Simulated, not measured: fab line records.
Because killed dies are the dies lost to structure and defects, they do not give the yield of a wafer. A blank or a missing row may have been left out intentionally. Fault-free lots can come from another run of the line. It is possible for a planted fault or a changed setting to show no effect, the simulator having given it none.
What tool caused it? -- flow nand-harc -- Sampling: 24 lots, 72 wafers, 5 of 1159 route steps

== WHAT THE GAUGES SHOWED, per wafer ==
NHARC_A_CONTACT_CD_MEAS_69: target cd 200 nm.
lot,measured,on,cd-nm (nm)
L074,day 16 12:37,cd-sem-03,200.0 199.8 199.7
L075,day 16 22:12,cd-sem-01,200.1 200.9 199.9
L076,day 16 22:59,cd-sem-02,200.1 200.2 201.0
L077,day 17 05:28,cd-sem-03,199.7 200.1 199.9
L078,day 17 04:52,cd-sem-03,199.0 199.9 200.0
L079,day 18 01:29,cd-sem-03,199.8 199.8 199.7
L080,day 18 12:39,cd-sem-01,200.4 199.9 200.4
L081,day 18 16:49,cd-sem-03,200.4 199.8 200.7
L082,day 18 19:28,cd-sem-02,199.7 199.8 199.7
L083,day 18 21:38,cd-sem-01,199.3 200.0 200.1
L085,day 19 10:24,cd-sem-02,200.5 200.2 199.8
L086,day 19 14:51,cd-sem-01,200.0 199.5 199.7
L087,day 19 16:41,cd-sem-01,199.9 199.3 199.4
L084,day 19 22:19,cd-sem-03,199.8 199.3 199.8
L089,day 19 21:43,cd-sem-03,200.1 200.7 200.2
L088,day 20 08:13,cd-sem-02,200.8 199.7 200.3
L090,day 20 11:45,cd-sem-02,200.2 200.3 200.5
L093,day 21 02:15,cd-sem-03,200.1 200.0 199.5
L091,day 20 23:57,cd-sem-02,200.6 199.7 200.4
L094,day 21 07:25,cd-sem-02,200.6 200.2 200.0
L092,day 21 14:04,cd-sem-02,200.4 200.5 200.0
L097,day 22 07:50,cd-sem-03,199.8 199.2 199.8
L095,day 22 10:49,cd-sem-03,200.6 200.5 199.8
L096,day 22 13:05,cd-sem-02,199.5 199.6 199.2

== EACH LOT AND THE TOOL THAT RAN IT (in order: tool; ch and the chambers of the sampled wafers; start) ==
lot,NHARC_A_WL_FILL_CVD_20,NHARC_A_CONTACT_DEP_28,NHARC_A_CONTACT_ETCH_116,NHARC_A_CONTACT_ETCH_118
L074,"cvd-w-02 ch 0, day 16 00:25 or earlier","acl-dep-03 ch 0, day 16 00:25","har-cap-etch-02 ch 0, day 16 05:38","har-cap-etch-02 ch 0, day 16 05:53"
L075,"cvd-w-01 ch 0,1, day 16 11:52 or earlier","acl-dep-03 ch 0, day 16 11:52","har-cap-etch-01 ch 0,1, day 16 16:52","har-cap-etch-01 ch 0,1, day 16 17:03"
L076,"cvd-w-02 ch 0,1, day 16 12:40 or earlier","acl-dep-02 ch 0, day 16 12:40","har-cap-etch-02 ch 1, day 16 17:41","har-cap-etch-02 ch 1, day 16 17:52"
L077,"cvd-w-02 ch 0,1, day 16 18:18 or earlier","acl-dep-02 ch 0, day 16 18:18","har-cap-etch-03 ch 0,1, day 17 00:17","har-cap-etch-03 ch 0,1, day 17 00:28"
L078,"cvd-w-01 ch 0,1, day 16 19:02 or earlier","acl-dep-03 ch 0, day 16 19:02","har-cap-etch-02 ch 0,1, day 16 23:50","har-cap-etch-02 ch 0,1, day 17 00:01"
L079,"cvd-w-01 ch 0,1, day 17 14:02 or earlier","acl-dep-03 ch 0, day 17 14:02","har-cap-etch-01 ch 0,1, day 17 18:57","har-cap-etch-01 ch 0,1, day 17 19:08"
L080,"cvd-w-02 ch 0,1, day 17 23:02 or earlier","acl-dep-02 ch 0, day 17 23:02","har-cap-etch-03 ch 0,1, day 18 04:07","har-cap-etch-03 ch 0,1, day 18 04:18"
L081,"cvd-w-02 ch 0,1, day 18 08:01 or earlier","acl-dep-02 ch 0, day 18 08:01","har-cap-etch-01 ch 0,1, day 18 11:53","har-cap-etch-01 ch 0,1, day 18 12:04"
L082,"cvd-w-01 ch 0,1, day 18 09:50 or earlier","acl-dep-02 ch 0, day 18 09:50","har-cap-etch-03 ch 0,1, day 18 13:56","har-cap-etch-03 ch 0,1, day 18 14:07"
L083,"cvd-w-02 ch 0,1, day 18 11:46 or earlier","acl-dep-02 ch 0, day 18 11:46","har-cap-etch-02 ch 0,1, day 18 16:37","har-cap-etch-02 ch 0,1, day 18 16:48"
L085,"cvd-w-02 ch 0,1, day 19 00:41 or earlier","acl-dep-03 ch 0, day 19 00:41","har-cap-etch-01 ch 0,1, day 19 05:31","har-cap-etch-01 ch 0,1, day 19 05:42"
L086,"cvd-w-02 ch 0,1, day 19 04:43 or earlier","acl-dep-03 ch 0, day 19 04:43","har-cap-etch-03 ch 1, day 19 09:40","har-cap-etch-03 ch 1, day 19 09:51"
L087,"cvd-w-01 ch 0,1, day 19 06:33 or earlier","acl-dep-01 ch 0, day 19 06:33","har-cap-etch-01 ch 0,1, day 19 11:08","har-cap-etch-01 ch 0,1, day 19 11:19"
L084,"cvd-w-02 ch 0,1, day 19 12:34 or earlier","acl-dep-02 ch 0, day 19 12:34","har-cap-etch-01 ch 0,1, day 19 17:15","har-cap-etch-01 ch 0,1, day 19 17:26"
L089,"cvd-w-01 ch 0,1, day 19 12:32 or earlier","acl-dep-03 ch 0, day 19 12:32","har-cap-etch-03 ch 0,1, day 19 16:57","har-cap-etch-03 ch 0,1, day 19 17:08"
L088,"cvd-w-02 ch 0,1, day 19 21:05 or earlier","acl-dep-01 ch 0, day 19 21:05","har-cap-etch-03 ch 0,1, day 20 02:10","har-cap-etch-03 ch 0,1, day 20 02:20"
L090,"cvd-w-01 ch 0,1, day 20 01:48 or earlier","acl-dep-02 ch 0, day 20 01:48","har-cap-etch-02 ch 0,1, day 20 06:47","har-cap-etch-02 ch 0,1, day 20 06:58"
L093,"cvd-w-02 ch 0, day 20 15:56 or earlier","acl-dep-02 ch 0, day 20 15:56","har-cap-etch-03 ch 1, day 20 20:43","har-cap-etch-03 ch 1, day 20 20:54"
L091,"cvd-w-01 ch 0,1, day 20 15:10 or earlier","acl-dep-01 ch 0, day 20 15:10","har-cap-etch-01 ch 0,1, day 20 19:02","har-cap-etch-01 ch 0,1, day 20 19:13"
L094,"cvd-w-02 ch 0,1, day 20 18:50 or earlier","acl-dep-03 ch 0, day 20 18:50","har-cap-etch-01 ch 0, day 20 23:58","har-cap-etch-01 ch 0, day 21 00:09"
L092,"cvd-w-02 ch 0,1, day 21 02:38 or earlier","acl-dep-03 ch 0, day 21 02:38","har-cap-etch-01 ch 0,1, day 21 07:37","har-cap-etch-01 ch 0,1, day 21 07:48"
L097,"cvd-w-02 ch 0,1, day 21 21:59 or earlier","acl-dep-02 ch 0, day 21 21:59","har-cap-etch-03 ch 1, day 22 02:54","har-cap-etch-03 ch 1, day 22 03:05"
L095,"cvd-w-01 ch 0,1, day 22 00:11 or earlier","acl-dep-02 ch 0, day 22 00:11","har-cap-etch-02 ch 0,1, day 22 05:07","har-cap-etch-02 ch 0,1, day 22 05:18"
L096,"cvd-w-02 ch 0,1, day 22 01:53 or earlier","acl-dep-01 ch 0, day 22 01:53","har-cap-etch-01 ch 0,1, day 22 07:13","har-cap-etch-01 ch 0,1, day 22 07:23"
- NHARC_A_WL_FILL_CVD_20: deposits W, target thk 75 nm, time 5064 s.
- NHARC_A_CONTACT_DEP_28: deposits aC, target thk 3600 nm.
- NHARC_A_CONTACT_ETCH_116: etches the open film in C4F8/O2/Ar, time 94 s, target depth 922 nm.
- NHARC_A_CONTACT_ETCH_118: etches the open film in C4F8/O2/Ar, time 94 s, target depth 922 nm.

== AS READ BY THE TOOLS THEMSELVES (means over the sampled wafers that have a number; for cases with no such wafer, the mark the record gives instead) ==
NHARC_A_WL_FILL_CVD_20.
lot,tool,heater-power-w (W),throttle-valve-pct (%)
L074,cvd-w-02,442,8.18
L075,cvd-w-01,543,8.00
L076,cvd-w-02,484,8.04
L077,cvd-w-02,467,8.13
L078,cvd-w-01,530,8.22
L079,cvd-w-01,552,8.10
L080,cvd-w-02,505,7.89
L081,cvd-w-02,484,7.87
L082,cvd-w-01,524,8.08
L083,cvd-w-02,497,7.97
L085,cvd-w-02,496,7.98
L086,cvd-w-02,482,8.01
L087,cvd-w-01,547,8.14
L084,cvd-w-02,480,7.99
L089,cvd-w-01,552,8.18
L088,cvd-w-02,479,8.04
L090,cvd-w-01,528,8.18
L093,cvd-w-02,457,8.06
L091,cvd-w-01,541,8.10
L094,cvd-w-02,486,8.05
L092,cvd-w-02,479,8.00
L097,cvd-w-02,483,7.84
L095,cvd-w-01,544,8.19
L096,cvd-w-02,476,8.12

NHARC_A_CONTACT_DEP_28.
lot,tool,throttle-valve-pct (%)
L074,acl-dep-03,35.003
L075,acl-dep-03,35.002
L076,acl-dep-02,34.995
L077,acl-dep-02,35.000
L078,acl-dep-03,34.993
L079,acl-dep-03,34.999
L080,acl-dep-02,35.000
L081,acl-dep-02,34.983
L082,acl-dep-02,34.998
L083,acl-dep-02,35.001
L085,acl-dep-03,35.003
L086,acl-dep-03,35.001
L087,acl-dep-01,35.003
L084,acl-dep-02,35.002
L089,acl-dep-03,34.993
L088,acl-dep-01,35.004
L090,acl-dep-02,34.991
L093,acl-dep-02,34.996
L091,acl-dep-01,35.000
L094,acl-dep-03,34.995
L092,acl-dep-03,35.010
L097,acl-dep-02,35.002
L095,acl-dep-02,34.998
L096,acl-dep-01,35.002

== THE ANSWER, worked out from the rows above alone ==
Rule: what is usual is taken from the lots themselves. The widest of any qualifying gaps counts: lots, ordered by their means at a reading, are off when they make up no more than a third of the lots, leave a main group of 4 or more, and stand apart from it by 3 or more times the standard deviation of that group's means. Not used: any main group whose means are identical at the precision the tables above print for the reading. Also off: a lot with no number at a reading for which 4 or more lots have one. The other lots that the step has rows for count as sound. The gauges are gone through in route order, then the tools' own readings, and for those a lot's mean is taken as printed above. The first step at which some lot is off is used, and at that step the reading that is off furthest; a lot without a number counts as furthest.
Nothing can be told from this: no lot is off at any reading shown.

== WHAT WAS PUT IN BY THE SIMULATOR ==
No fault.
